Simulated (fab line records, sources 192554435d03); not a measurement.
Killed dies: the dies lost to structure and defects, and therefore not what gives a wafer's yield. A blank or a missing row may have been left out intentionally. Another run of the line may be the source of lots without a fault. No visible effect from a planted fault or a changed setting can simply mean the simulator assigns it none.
Split-lot trial ; flow n5-finfet ; 21 wafers read across 7 lots, on a route 1938 steps long

## THE SPLIT
At N5_BEOL_M3_ETCH_64 (etches SOC in N2/H2, target depth 75 nm, overetch 15 nm, time 112.5 s), the setting time-s was moved away from the recipe's 112.5 s on 6 of the 21 wafers read, by -21.8% to +21.1%. The other wafers ran this setting at the recipe's value.

The reading comes from the split's own step.

## THE READING
BEOL_M3.cd-offset-nm (the simulator's own value, which no gauge read), in nm, at N5_BEOL_M3_ETCH_64 (etches SOC in N2/H2, target depth 75 nm, overetch 15 nm, time 112.5 s). The file gives no usual value for it. Average 0.1 nm, standard deviation 0.14 nm, over the 15 wafers here run with the recipe.

wafer;tool, chamber at the split;time-s as run, s;against the recipe;BEOL_M3.cd-offset-nm, nm;against lot-mates on the recipe
L079.1;rie-diel-06, 3;105.9;-5.9%;-0.2;-0.3
L079.4;rie-diel-06, 3;112.5;recipe;0.2;-
L079.5;rie-diel-06, 0;112.5;recipe;0;-
L081.2;rie-diel-04, 0;124.6;+10.8%;0.6;+0.6
L081.3;rie-diel-04, 3;112.5;recipe;0;-
L081.6;rie-diel-04, 3;124.6;+10.8%;0;+0.0
L083.1;rie-diel-04, 2;112.5;recipe;0.2;-
L083.3;rie-diel-04, 1;112.5;recipe;0.4;-
L083.5;rie-diel-04, 0;87.93;-21.8%;-0.6;-0.9
L090.1;rie-diel-06, 0;136.2;+21.1%;0.8;+0.8
L090.5;rie-diel-06, 0;136.2;+21.1%;0.8;+0.8
L090.6;rie-diel-06, 3;112.5;recipe;0;-
L086.3;rie-diel-01, 2;112.5;recipe;0;-
L086.5;rie-diel-01, 1;112.5;recipe;-0.2;-
L086.6;rie-diel-01, 0;112.5;recipe;0.2;-
L091.1;rie-diel-01, 0;112.5;recipe;0;-
L091.2;rie-diel-01, 1,0;112.5;recipe;0.2;-
L091.5;rie-diel-01, 1,0;112.5;recipe;0.2;-
L092.4;rie-diel-01, 0,1,2;112.5;recipe;0.2;-
L092.5;rie-diel-01, 0,1,2;112.5;recipe;0.2;-
L092.6;rie-diel-01, 0,1,2;112.5;recipe;0.2;-
The file does not say which wafer passed through which chamber wherever a row lists several chambers: such a row stands for several wafers.

THE FIT
A straight line over all 21 wafers: BEOL_M3.cd-offset-nm changes by +0.0312 nm for each +1% of time-s; r = +0.86; the points scatter about the line by 0.17 nm.
The same after taking each lot's own level away (the mean of its wafers on the recipe; 21 wafers): +0.0382 nm for each +1%; r = +0.93; scatter 0.14 nm.
On that fit, the largest move of time-s shifts the reading by 0.83 nm.
From 0.00 to 0.30 nm: that is the span of the lots' own levels, equal to 2.1 times the standard deviation above.
Thus the slope moves with the lot-to-lot level: the two fits are different.
Check: with one of the wafers moved furthest among these (-21.8%) left out of the fit, the line predicts -0.818 nm for it against its lot-mates. It came out at -0.9 nm against them.

## FILE'S OWN FIT
BEOL_M3.cd-offset-nm changes by +0.0387 nm for each +1% of time-s, r = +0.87.
